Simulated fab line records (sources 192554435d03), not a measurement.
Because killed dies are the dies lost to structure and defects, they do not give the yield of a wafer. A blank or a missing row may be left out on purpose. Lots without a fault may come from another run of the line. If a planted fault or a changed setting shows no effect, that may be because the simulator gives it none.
Matching of chambers | flow n5Finfet | 4 sister chambers for N5_BEOL_M0_STRIP_104 on rieDiel-01
The step strips in N2/H2. 4 wafers are shown with their chamber, then 7 later ones without.

== EACH WAFER AND ITS CHAMBER ==
wafer  | chamber | drypumpMotorCurrentA (A)
L081.3 | 1       | 5.7
L081.6 | 2       | 6.2
L090.1 | 3       | 5.6
L090.4 | 0       | 5.7

== WAFERS MISSING THEIR CHAMBER ==
wafer  | drypumpMotorCurrentA (A)
L090.5 | 5.6
L091.1 | 5.6
L091.4 | 6.2
L091.6 | 6.2
L093.1 | 5.7
L093.3 | 6.3
L093.5 | 5.6

== EACH ONE'S CHAMBER ==
wafer  | from the rows above     | in truth
L090.5 | 3                       | 3
L091.1 | 3                       | 3
L091.4 | 2                       | 2
L091.6 | 2                       | 2
L093.1 | can't be placed: 0 or 1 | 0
L093.3 | 2                       | 2
L093.5 | 3                       | 3
Correct placement for 6 of the 7. Cannot be placed on the basis of these rows: 1; the candidates contain the true chamber in 1. Placed wrongly: 0.
How it was worked out, from the rows above alone: a wafer's distance from a chamber is the root of the sum, over the readings, of the square of ((its reading less the chamber's mean) divided by the reading's scatter). If the next closest chamber is less than 2 further off than the closest, the wafer can't be placed; otherwise it belongs to the closest. Each chamber's mean is taken over the wafers shown for it. The scatter (one wafer shown for each chamber): square how far every hidden wafer sits from the nearest shown wafer, average those squares and take the square root.
